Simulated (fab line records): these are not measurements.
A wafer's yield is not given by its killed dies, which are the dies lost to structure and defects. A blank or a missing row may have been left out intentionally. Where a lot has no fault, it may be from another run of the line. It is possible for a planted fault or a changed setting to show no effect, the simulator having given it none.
fab line records	flow n5_finfet
[record] lots = 6	wafers = 17	last_day = 18
route steps=1938 shown BEOL_M1@789 BEOL_M4@1111
lots that met no fault: from a run of the same line without faults
start_h: hours from the record's opening day to when the first of the lot's shown wafers began	wait_h: how many hours have passed since the lot's step before this one	" identical to the entry in the row above	L1.1+2: a single row standing in for several wafers	- either no value or no given start	* or withheld: withheld	< > ~ a bound
route shown NAME@n: names a module that has steps shown in the file, with the first one's number in the route	usual: mean/standard deviation of fault-free wafers	same: alike in all rows	chamber/n: place in a boat	sites: the reading at each site	_std_site: how widely they spread, as a standard deviation	_edge_site: inner sites' mean taken away from outer sites' mean	radius_mm: for every site, how far away it sits from the centre of the wafer	mask NAME#n: copy n	behind: the tool/chamber that last shaped the wafer	hold: why the lot went on hold/how many hours it stayed there/how the hold came to an end	device: the transistor (n, p or np) that didn't switch	end of line: the route-end tests of the same wafers	a step without rows: its recipe alone	killed: the dies lost at the first sort to structure and to defects; this is not the yield of the wafer	map: per-die view of a wafer (x killed, . not killed, _ where there is no die)
set.NAME: setting as actually run; set.NAME@STEP: the setting as run at that earlier step	model.NAME: the simulator's own value behind a step, which no gauge read
a table for each step, a row for each wafer; lots at some steps of the route
services: from which hour (start_h, from the record's first day; less than 0 if before it) a tool's chamber was out of use, for how many hours, and why
[[steps]]
[step N5_BEOL_M1_DESCUM_33]
[recipe] chemistry = O2	time_s = 7	source_power_w = 50	bias_power_w = 20	pressure_mtorr = 20	rf_frequency_hz = 2.712e+07	temp_c = 40	resist = CAR-EUV	o2_flow_sccm = 225
[step N5_BEOL_M1_ETCH_77]
[recipe] chemistry = N2/H2	target = underlayer	target_depth_a = 65	mask_material = CAR-EUV	time_s = 5.2	ion_energy_ev = 200	pressure_mtorr = 30	source_w = 840	bias_w = 150	n2_flow_sccm = 200	h2_flow_sccm = 200	ends = cleared
[step N5_BEOL_M1_ETCH_69]
[recipe] chemistry = CF4	target = SiARC	target_depth_a = 156	mask_material = CAR-EUV	time_s = 26	ion_energy_ev = 80	pressure_mtorr = 40	source_w = 545	bias_w = 36	Ar_flow_sccm = 100	cf4_flow_sccm = 100	ends = cleared
[usual] drypump_motor_current_A = 5.8/0.58	etch_rf_on_time_s = 26.0/0.8	oes_product_au = 0.69/0.067	rf_fwd_power_W = 533.2/2.6	rf_vpp_V = 183.8/1.1	showerhead_plenum_p_Torr = 2.12/0.057	throttle_valve_pct = 15.62/0.19
lot.wafer	tool	chamber	start_h	wait_h	drypump_motor_current_A	etch_rf_on_time_s	oes_product_au	rf_fwd_power_W	rf_hours_counter_h	rf_vpp_V	showerhead_plenum_p_Torr	throttle_valve_pct
L547.3	rie_diel-06	1	151.23	0.0	6.0	26.6	0.61	532.3	193	185.1	2.21	15.92
L547.5	"	0	"	"	6.4	25.1	0.82	534.0	-	185.5	2.19	15.35
L547.6	"	3	"	"	4.9	27.4	0.63	534.8	-	184.6	2.15	15.70
L548.2	rie_diel-06	2	157.10	0.0	5.7	25.3	0.67	534.3	130	185.9	2.06	15.72
L548.5	"	3	"	"	4.9	27.2	0.63	534.8	-	183.0	2.15	15.70
L548.6	"	2	"	"	5.7	25.2	0.67	533.8	-	183.8	2.06	15.73
L558.2	rie_diel-06	1	218.78	0.0	6.0	26.8	0.60	532.0	207	184.6	2.21	15.97
L558.3	"	3	"	"	4.9	27.0	0.62	533.8	165	184.2	2.14	15.74
L558.5	"	0	"	"	6.5	25.1	0.77	533.8	-	185.0	2.18	15.39
L562.1	rie_diel-02	0	249.69	0.0	5.4	25.9	0.72	535.7	73	182.7	2.15	15.36
L562.6	"	0	"	"	5.4	25.7	0.73	534.2	-	183.3	2.15	15.36
L563.2	rie_diel-02	1	249.98	0.0	6.4	25.4	0.63	531.9	180	185.4	2.21	15.38
L563.5	"	3	"	"	6.8	25.7	0.68	531.7	-	181.9	2.07	15.96
L563.6	"	2	"	"	6.5	26.9	0.67	530.8	-	183.3	2.08	15.43
L564.2	rie_diel-06	3	258.75	0.0	4.9	27.4	0.61	530.1	176	183.8	2.14	15.75
L564.5	"	1	"	"	6.0	26.6	0.59	530.6	-	184.9	2.20	15.98
L564.6	"	2	"	"	5.7	25.3	0.65	532.8	-	182.2	2.05	15.79
[step N5_BEOL_M1_ALD_98]
[recipe] material = SiO2	target_thk_a = 25	temp_c = 100	ald_precursor_family = BDEAS	ald_co_reactant = O2-plasma	pulse_time_s = 1	co_reactant_pulse_time_s = 1	purge_time_s = 2	co_reactant_purge_time_s = 2	ald_cycles = 17	pressure_torr = 2
[usual] heater_power_w = 78/6.8	precursor_pulse_height_rel = 0.999/0.022
[same] purge_time_s = 2
lot.wafer	tool	chamber	start_h	wait_h	heater_power_w	precursor_pulse_height_rel
L547.3	ald_sin-02	2	151.31	0.1	80	1.012
L547.5	"	1	"	"	70	1.007
L547.6	"	2	"	"	80	0.980
L548.2	ald_sin-03	2	158.07	0.9	88	0.994
L548.5	"	1	"	"	82	1.001
L548.6	"	0	"	"	68	0.995
L558.2	ald_sin-03	1	219.69	0.9	83	1.005
L558.3	"	2	"	"	91	1.003
L558.5	"	0	"	"	68	0.980
L562.1	ald_sin-02	2	249.83	0.1	79	0.980
L562.6	"	3	"	"	80	1.046
L563.2	ald_sin-03	0	250.09	0.1	68	1.001
L563.5	"	1	"	"	82	0.994
L563.6	"	2	"	"	89	0.986
L564.2	ald_sin-02	0	258.83	0.1	86	0.998
L564.5	"	3	"	"	78	0.994
L564.6	"	2	"	"	81	0.998
[step N5_BEOL_M1_ETCHBACK_99]
[recipe] chemistry = CHF3	target = SiO2	target_depth_a = 50	time_s = 10.4	source_w = 215	bias_w = 47	Ar_flow_sccm = 200	CHF3_flow_sccm = 12	ion_energy_ev = 100	pressure_mtorr = 30
[step N5_BEOL_M1_ETCH_70]
[recipe] chemistry = N2/H2	target = SOC	target_depth_a = 800	overetch_a = 160	mask_material = SiARC	temp_c = 40	time_s = 120	ion_energy_ev = 200	pressure_mtorr = 30	source_w = 840	bias_w = 150	n2_flow_sccm = 200	h2_flow_sccm = 200
[usual] drypump_motor_current_A = 5.9/0.61	n2_flow_sccm = 200.0/0.58	oes_product_au = 0.62/0.05	rf_fwd_power_W = 836.0/3	rf_vpp_V = 523.3/2.2	showerhead_plenum_p_Torr = 2.52/0.078	throttle_valve_pct = 17.85/0.23
lot.wafer	tool	chamber	start_h	wait_h	drypump_motor_current_A	n2_flow_sccm	oes_product_au	rf_fwd_power_W	rf_hours_counter_h	rf_vpp_V	showerhead_plenum_p_Torr	throttle_valve_pct
L547.3	rie_diel-04	2	161.38	0.0	5.2	200.7	0.54	838.8	190	520.2	2.41	17.67
L547.5	"	3	"	"	5.6	200.2	0.60	834.7	-	520.1	2.44	17.89
L547.6	"	0	"	"	6.0	199.7	0.72	834.3	-	522.5	2.49	17.63
L548.2	rie_diel-06	1	173.24	0.0	6.0	200.1	0.56	835.7	196	526.4	2.64	18.20
L548.5	"	3	"	"	4.9	200.9	0.58	828.6	-	524.4	2.55	17.89
L548.6	"	2	"	"	5.7	199.9	0.60	834.3	-	523.9	2.44	17.96
L558.2	rie_diel-06	0	221.04	0.0	6.5	200.2	0.66	834.8	25	525.5	2.60	17.72
L558.3	"	3	"	"	4.9	199.5	0.56	832.7	166	524.2	2.54	17.91
L558.5	"	2	"	"	5.7	200.4	0.59	835.3	-	521.5	2.44	17.96
L562.1	rie_diel-06	2	257.31	0.0	5.7	200.1	0.58	834.0	159	521.7	2.43	17.99
L562.6	"	3	"	"	5.0	201.0	0.57	832.6	-	523.6	2.54	17.94
L563.2	rie_diel-02	2	258.24	0.0	6.5	199.1	0.60	837.9	96	522.0	2.46	17.68
L563.5	"	0	"	"	5.4	200.3	0.65	835.8	-	524.5	2.58	17.72
L563.6	"	1	"	"	6.4	199.9	0.56	835.5	-	527.4	2.65	17.66
L564.2	rie_diel-04	1	262.04	0.0	5.2	198.9	0.64	834.7	61	525.5	2.57	17.84
L564.5	"	0	"	"	6.0	200.2	0.68	837.3	-	521.8	2.47	17.68
L564.6	"	3	"	"	5.6	198.9	0.58	836.6	-	521.2	2.43	17.93
[step N5_BEOL_M1_STRIP_71]
[recipe] chemistry = N2/H2	temp_c = 40	n2_flow_sccm = 200	h2_flow_sccm = 200	rf_frequency_hz = 6e+07
[step N5_BEOL_M1_STRIP_78]
[recipe] chemistry = N2/H2	temp_c = 40	n2_flow_sccm = 200	h2_flow_sccm = 200	rf_frequency_hz = 6e+07
[step N5_BEOL_M1_VIA_ETCH_34]
[recipe] chemistry = C4F6/O2	target_depth_a = 678	mask_material = SOC	pressure_mtorr = 15	ion_energy_ev = 250	taper_deg = 4	time_s = 64.4	source_w = 350	bias_w = 170	Ar_flow_sccm = 300	C4F6_flow_sccm = 10	O2_flow_sccm = 10
[usual] drypump_motor_current_A = 5.8/0.61	oes_product_au = 0.81/0.073	rf_fwd_power_W = 347.5/1.7	rf_vpp_V = 666/12	showerhead_plenum_p_Torr = 2.81/0.073	throttle_valve_pct = 30.67/0.29
lot.wafer	tool	chamber	start_h	wait_h	drypump_motor_current_A	oes_product_au	rf_fwd_power_W	rf_hours_counter_h	rf_vpp_V	showerhead_plenum_p_Torr	throttle_valve_pct
L547.3	rie_diel-04	2	161.48	0.0	5.2	0.70	347.2	190	661	2.71	30.51
L547.5	"	3	"	"	5.6	0.80	350.0	-	656	2.75	30.76
L547.6	"	0	"	"	6.0	0.95	346.0	-	677	2.80	30.69
L548.2	rie_diel-06	1	173.34	0.0	6.0	0.71	348.9	196	664	2.92	30.89
L548.5	"	3	"	"	4.9	0.74	345.3	-	681	2.85	30.91
L548.6	"	2	"	"	5.7	0.78	346.6	-	640	2.72	30.58
L558.2	rie_diel-06	0	221.14	0.0	6.5	0.89	347.8	25	661	2.89	30.56
L558.3	"	3	"	"	4.9	0.73	344.6	166	682	2.85	30.91
L558.5	"	2	"	"	5.7	0.76	346.4	-	638	2.71	30.59
L562.1	rie_diel-06	2	257.41	0.0	5.7	0.75	346.6	159	640	2.71	30.60
L562.6	"	3	"	"	4.9	0.71	345.2	-	681	2.84	30.91
L563.2	rie_diel-02	2	258.34	0.0	6.5	0.78	346.2	96	647	2.77	30.89
L563.5	"	0	"	"	5.4	0.84	348.2	-	674	2.84	30.38
L563.6	"	1	"	"	6.4	0.73	345.8	-	675	2.92	30.16
L564.2	rie_diel-04	1	262.14	0.0	5.2	0.84	347.9	61	669	2.86	30.61
L564.5	"	0	"	"	6.0	0.87	346.3	-	676	2.79	30.71
L564.6	"	3	"	"	5.6	0.77	348.9	-	657	2.73	30.79
[step N5_BEOL_M1_STRIP_83]
[recipe] chemistry = C4F6/O2	resist = SiARC	rf_frequency_hz = 6e+07
[step N5_BEOL_M1_STRIP_36]
[recipe] chemistry = N2/H2	power_w = 450	temp_c = 40	pressure_mtorr = 20	rf_frequency_hz = 6e+07	overash_fraction = 0.3	bias_power_w = 7	h2_frac = 0.5	n2_flow_sccm = 200	h2_flow_sccm = 200
[step N5_BEOL_M1_TRENCH_ETCH_37]
[recipe] chemistry = C4F6/O2	target_depth_a = 552.07	target = SiOC	time_s = 29	ion_energy_ev = 250	pressure_mtorr = 30	source_w = 355	bias_w = 185	Ar_flow_sccm = 300	C4F6_flow_sccm = 10	O2_flow_sccm = 10
[step N5_BEOL_M1_ETCH_41]
[recipe] chemistry = CH3F/O2	target = SiCN	target_depth_a = 319	taper_deg = 2	time_s = 57.8	ion_energy_ev = 120	mask_material = TiN	pressure_mtorr = 30	source_w = 395	bias_w = 75	Ar_flow_sccm = 150	CH3F_flow_sccm = 30	O2_flow_sccm = 20
[usual] CH3F_flow_sccm = 30.00/0.089	drypump_motor_current_A = 5.8/0.61	oes_product_au = 0.81/0.073	rf_fwd_power_W = 391.6/1.9	rf_vpp_V = 297.0/1.5	showerhead_plenum_p_Torr = 1.98/0.054	throttle_valve_pct = 16.31/0.21
lot.wafer	tool	chamber	start_h	wait_h	CH3F_flow_sccm	drypump_motor_current_A	oes_product_au	rf_fwd_power_W	rf_hours_counter_h	rf_vpp_V	showerhead_plenum_p_Torr	throttle_valve_pct	model.etch.depth_nm
L547.3	rie_diel-04	2	161.61	-	30.18	5.2	0.69	392.5	190	296.9	1.90	16.38	21.12
L547.5	"	3	"	"	29.87	5.6	0.80	393.9	-	296.3	1.93	16.40	22
L547.6	"	0	"	"	29.90	6.0	0.94	389.9	-	297.6	1.97	16.18	22.3
L548.2	rie_diel-06	1	173.47	-	30.05	6.0	0.71	390.6	196	298.3	2.06	16.60	21.4
L548.5	"	3	"	"	30.00	4.9	0.73	387.2	-	297.9	2.01	16.45	21.2
L548.6	"	2	"	"	30.08	5.6	0.78	392.9	-	297.6	1.91	16.37	21.98
L558.2	rie_diel-06	0	221.27	-	29.98	6.5	0.91	392.1	25	296.9	2.04	16.08	22.66
L558.3	"	3	"	"	30.06	4.9	0.61	387.3	166	298.3	2.00	16.47	15.72
L558.5	"	2	"	"	30.02	5.7	0.76	389.9	-	297.3	1.91	16.41	21.8
L562.1	rie_diel-06	2	257.54	-	30.02	5.7	0.75	389.1	159	294.6	1.90	16.43	21.94
L562.6	"	3	"	"	29.93	4.9	0.60	389.2	-	297.7	2.00	16.49	15.59
L563.2	rie_diel-02	2	258.47	-	29.88	6.5	0.77	391.8	96	295.2	1.95	16.21	21.16
L563.5	"	0	"	"	29.91	5.4	0.85	392.5	-	299.3	2.01	16.07	22.06
L563.6	"	1	"	"	30.18	6.4	0.73	388.0	-	299.7	2.06	16.05	22.15
L564.2	rie_diel-04	1	262.27	-	29.87	5.1	0.85	391.7	61	297.9	2.01	16.33	22.16
L564.5	"	0	"	"	29.94	6.0	0.88	390.3	-	296.7	1.96	16.23	21.82
L564.6	"	3	"	"	29.92	5.6	0.77	393.5	-	295.3	1.92	16.47	21.81
[step N5_BEOL_M1_STRIP_97]
[recipe] chemistry = N2/H2	time_s = 10	power_w = 450	temp_c = 40	pressure_mtorr = 20	rf_frequency_hz = 6e+07	bias_power_w = 7	n2_flow_sccm = 200	h2_flow_sccm = 200
[usual] drypump_motor_current_A = 5.9/0.61	n2_flow_sccm = 200.0/0.66	oes_product_au = 0.80/0.07	rf_vpp_V = 59.0/0.95	showerhead_plenum_p_Torr = 2.52/0.079	throttle_valve_pct = 23.68/0.3
lot.wafer	tool	chamber	start_h	wait_h	drypump_motor_current_A	n2_flow_sccm	oes_product_au	rf_hours_counter_h	rf_vpp_V	showerhead_plenum_p_Torr	throttle_valve_pct
L547.3	rie_diel-04	2	-	-	5.2	201.5	0.71	190	57.3	2.40	23.17
L547.5	"	3	"	"	5.6	199.9	0.79	-	58.8	2.44	23.68
L547.6	"	0	"	"	6.0	199.1	0.93	-	58.6	2.48	23.48
L548.2	rie_diel-06	1	-	-	6.0	200.7	0.70	196	58.7	2.63	24.09
L548.5	"	3	"	"	4.9	199.5	0.75	-	58.0	2.54	23.68
L548.6	"	2	"	"	5.7	200.7	0.78	-	58.7	2.44	23.70
L558.2	rie_diel-06	0	-	-	6.5	199.4	0.91	25	60.1	2.59	23.67
L558.3	"	3	"	"	4.9	199.6	0.74	166	59.1	2.54	23.70
L558.5	"	2	"	"	5.7	200.5	0.76	-	57.9	2.43	23.74
L562.1	rie_diel-06	2	-	-	5.7	200.7	0.74	159	58.7	2.43	23.74
L562.6	"	3	"	"	4.9	200.3	0.72	-	57.7	2.53	23.71
L563.2	rie_diel-02	2	-	-	6.5	200.4	0.79	96	57.4	2.46	23.61
L563.5	"	0	"	"	5.4	199.4	0.84	-	58.7	2.57	23.61
L563.6	"	1	"	"	6.4	199.3	0.72	-	60.1	2.65	23.42
L564.2	rie_diel-04	1	-	-	5.1	200.2	0.84	61	58.2	2.56	23.62
L564.5	"	0	"	"	6.0	199.5	0.88	-	59.3	2.47	23.52
L564.6	"	3	"	"	5.6	199.7	0.76	-	58.6	2.42	23.76
[step N5_BEOL_M4_RC_MEAS_101]
[usual] DIBL_N = 36.1/1.6	DIBL_P = 35.8/2	IOFF_N = 0.157/0.029	IOFF_P = 0.21/0.034	ION_N = 677/13	ION_P = 465/8.1	SS_N = 71.3/0.61	SS_P = 73.2/0.65	VT_N = 249/3.3	VT_P = -250/3.2
lot.wafer	tool	chamber	start_h	wait_h	DIBL_N[mV/V]	DIBL_P[mV/V]	IOFF_N[nA/um]	IOFF_P[nA/um]	ION_N[uA/um]	ION_P[uA/um]	SS_N[mV/dec]	SS_P[mV/dec]	VT_N[mV]	VT_P[mV]
L547.3	prober-02	0	232.41	0.3	34.4	33.2	0.147	0.19	695	469	71.7	73.1	250	-249
L547.5	"	0	"	"	35.3	34.0	0.157	0.20	688	474	71.2	73.1	249	-249
L547.6	"	0	"	"	36.1	34.7	0.173	0.22	674	457	71.9	73.4	245	-246
L548.2	prober-01	0	240.43	0.2	35.5	35.6	0.132	0.18	663	454	71.5	73.5	252	-253
L548.5	"	0	"	"	35.3	35.5	0.131	0.18	666	454	71.2	72.9	254	-254
L548.6	"	0	"	"	37.5	38.2	0.182	0.22	684	462	72.0	73.2	245	-251
L558.2	prober-01	0	292.71	0.4	38.0	38.7	0.196	0.28	695	480	71.4	74.0	248	-245
L558.3	"	0	"	"	34.4	33.8	0.117	0.19	648	455	70.5	72.2	256	-249
L558.5	"	0	"	"	34.6	33.3	0.118	0.18	650	454	70.3	72.6	257	-252
L562.1	prober-02	0	315.44	0.0	36.5	36.4	0.175	0.22	683	461	71.8	73.7	249	-249
L562.6	"	0	"	"	36.7	36.6	0.182	0.23	684	464	71.5	73.3	248	-248
L563.2	prober-02	0	321.78	0.2	37.1	38.1	0.165	0.22	677	460	71.3	73.2	246	-252
L563.5	"	0	"	"	36.9	37.7	0.171	0.22	682	466	71.8	73.3	247	-251
L563.6	"	0	"	"	35.2	36.5	0.134	0.20	662	459	71.7	73.8	252	-251
L564.2	prober-02	0	325.20	0.2	37.3	37.2	0.184	0.22	698	470	71.4	73.0	246	-250
L564.5	"	0	"	"	38.0	39.4	0.208	0.25	702	473	72.0	73.4	241	-247
L564.6	"	0	"	"	35.3	35.0	0.158	0.19	687	474	70.7	73.2	249	-251
[[services]]
tool	chamber	start_h	hours	kind
rie_diel-02	-	136.73	2.7	repair
rie_diel-04	-	153.50	0.6	repair
rie_diel-06	1	160.12	7.3	repair
rie_diel-02	2	188.45	8.4	repair
rie_diel-06	1	198.28	9.6	repair
ald_sin-03	1	198.63	5.4	repair
rie_diel-04	-	216.50	0.6	repair
ald_sin-03	3	216.99	2.3	repair
ald_sin-02	1	226.33	3.8	repair
rie_diel-02	1	227.08	8.1	repair
ald_sin-03	3	228.90	1.7	repair
ald_sin-02	0	229.96	4.1	repair
rie_diel-04	1	232.09	5.6	repair
[[key]]
first_sign none at tools or gauges
[model_effect] step = N5_BEOL_M1_ETCH_41	value = etch.depth_nm	without = 21.07	struck = 15.66
met_at N5_BEOL_M1_ETCH_41
struck_wafers L558.3,L562.6
onset_between 173.47 221.27
[fault] kind = process_parameter_drift	tool = rie_diel-06	chamber = -	onset_h = 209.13	steps = N5_BEOL_M1_ETCH_41	channel = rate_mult	offset = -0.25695	shape = step	end_h = 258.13	scope = struck_wafers_only
